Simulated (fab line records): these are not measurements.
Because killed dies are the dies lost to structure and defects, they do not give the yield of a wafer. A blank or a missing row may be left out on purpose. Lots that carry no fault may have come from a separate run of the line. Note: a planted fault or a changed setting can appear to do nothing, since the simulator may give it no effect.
Comparing a struck lot with a sound one :: flow n5 finfet :: 29 steps out of a route of 1938
Sound: wafers L798.1, L798.4, L798.5. Struck: wafers L813.4, L813.5, L813.6. Last of all comes the cause.
Order at every step that has rows: each side's tool, ch and its chambers, its first start. Under that, the readings that differ: sound wafers :: struck wafers :: difference of the means :: sigmas: that difference in standard deviations of wafers without a fault.
alike: same words and numbers on both sides, and readings whose means sit less than 2 such deviations apart. not compared: any withheld reading, any reading some wafer has no value for, any bound like >300 that may hide the same value, and any number with overlapping values for which the record gives no deviation.
A row with sigmas, a row that says differs or no value, or rows on one side alone: a step with any of these is where the two part. When numbers do not overlap yet have no deviation, they are printed without sigmas and do not part them. A reading that every wafer of one side lacks parts them only if that side has two wafers or more.

first, 9 steps without rows for these wafers: N5_SD_EPI_P_EXPOSE_06 (exposes mask SD P BLK, target cd 240 nm); N5_SD_EPI_P_PEB_07 (peb time 60 s); N5_SD_EPI_P_DEVELOP_08 (develop time 30 s); N5_SD_EPI_P_DESCUM_14 (chemistry O2, time 7.9 s); N5_SD_EPI_P_ETCH_36 (etches SiARC in CF4, target depth 45.5 nm, time 75.8 s); N5_SD_EPI_P_ETCH_37 (etches SOC in N2/H2, overetch 108 nm, time 486 s); N5_SD_EPI_P_STRIP_38 (strips in N2/H2); N5_SD_EPI_P_ETCHBACK_46 (etches SiNx in CH3F/O2, stops on SiO2, target depth 17.5 nm); N5_SD_EPI_P_ETCH_47 (etches SiOCN in CH3F/O2, target depth 25 nm).
N5_SD_EPI_P_ETCH_16: etches SiO2 in CHF3/O2, target depth 5 nm.
  sound on rie diel-01 ch 0,1,3, day 3 06:16; struck on rie diel-01 ch 0,1,3, day 6 23:06
  alike: O2_flow_sccm, drypump motor current A, oes product au, rf vpp V, showerhead plenum p Torr, throttle valve pct
  not compared: rf hours counter h
then, 15 steps without rows for these wafers: N5_SD_EPI_P_STRIP_50 (strips in CHF3/O2); N5_SD_EPI_P_SD_RECESS_17 (chemistry HBr/Cl2/O2, target depth 39.1 nm, bt time 3 s); N5_SD_EPI_P_WET_ETCH_45 (etches SiO2 in dHF, time 10.7 s, target depth 2 nm, rinse time 30 s); N5_SD_EPI_P_STRIP_40 (strips in N2/H2); N5_SD_EPI_P_PRECLEAN_52 (cleans in O3/DIW, time 60 s); N5_SD_EPI_P_SRD_20 (time 30 s); N5_SD_EPI_P_PRECLEAN_51 (cleans in NF3:NH3, afs cycles 1, time 20 s, sublimation time 60 s); N5_SD_EPI_P_VAPOR_ETCH_44 (etches SiGe30 in NF3/Ar, time 3.3 s); N5_SD_EPI_P_EPI_21 (deposits SiGe:B, time 355 s); N5_SD_EPI_P_HM_STRIP_48 (strips SiNx in H3PO4, material SiNx, target depth 3 nm); N5_SD_EPI_P_SRD_49 (time 30 s); N5_SD_EPI_P_PRECLEAN_24 (cleans in O3/DIW, time 45 s); N5_SD_EPI_P_PRECLEAN_32 (cleans in dHF, time 10 s); N5_SD_EPI_P_PRECLEAN_33 (cleans in SC2, time 45 s); N5_SD_EPI_P_SRD_25 (time 30 s).
N5_SD_EPI_P_INSPECT_26: inspects for defects (darkfield).
  sound: defect inspect-01 at day 3 09:22; struck: defect inspect-02 at day 7 02:14
reading: raw defect count
sound: 146 144 146
struck: 739 762 737
difference: +601
sigmas: +15
then, 1 step without rows for these wafers: N5_SD_ACTIVATION_RTA_00 (time 0 s).
-- record jumps: 5 days separate the struck wafers' starts on either side; left off in module SD_ACTIVATION, taken up again in module BEOL_M4, whose first shown step is the route's number 1111 --
N5_BEOL_M4_RC_MEAS_101:
  sound on prober-02 ch 0, day 8 07:57; struck on prober-02 ch 0, day 11 21:34
reading: VT_P (mV)
sound: -246 -248 -248
struck: -256 -255 -254
difference: -8
sigmas: -2
  alike: DIBL_N, DIBL_P, IOFF_N, IOFF_P, ION_N, ION_P, SS_N, SS_P, VT_N
-- a jump in the record: the struck wafers' starts before and after are 5 days apart (it breaks off in module BEOL_M4 and resumes in module PASSIVATION, where the first step shown is number 1936 of the route) --
N5_PASSIVATION_PROBE_49:
  sound: prober-02 at day 13 06:48; struck: prober-02 at day 16 09:47
reading: defect limited yield (%)
sound: 90.5 92.0 93.0
struck: 83.3 81.5 84.4
difference: -8.8
sigmas: -5

reading: killed at front end
sound: 30 24 34
struck: 154 155 117
difference: +113
sigmas: +9

reading: killed dies
sound: 112 94 83
struck: 197 218 184
difference: +103
sigmas: +5

reading: sort_bin_5_function (%)
sound: 5.8 4.6 4.1
struck: 11.8 11.2 9.8
difference: +6.1
sigmas: +6

reading: sort n pass
sound: 1068 1086 1097
struck: 983 962 996
difference: -103
sigmas: -5

reading: sort yield pct (%)
sound: 90.5 92.0 93.0
struck: 83.3 81.5 84.4
difference: -8.8
sigmas: -5
  alike: killed_at_M0_to_M3, killed_at_M4_up, killed at contacts, killed at other, killed open, killed short, sort_bin_4_leakage, sort_bin_6_memory

== WHERE THEY PART ==
First at N5_SD_EPI_P_INSPECT_26; last, within this record, at N5_PASSIVATION_PROBE_49.

WHY: the cause the simulator had injected
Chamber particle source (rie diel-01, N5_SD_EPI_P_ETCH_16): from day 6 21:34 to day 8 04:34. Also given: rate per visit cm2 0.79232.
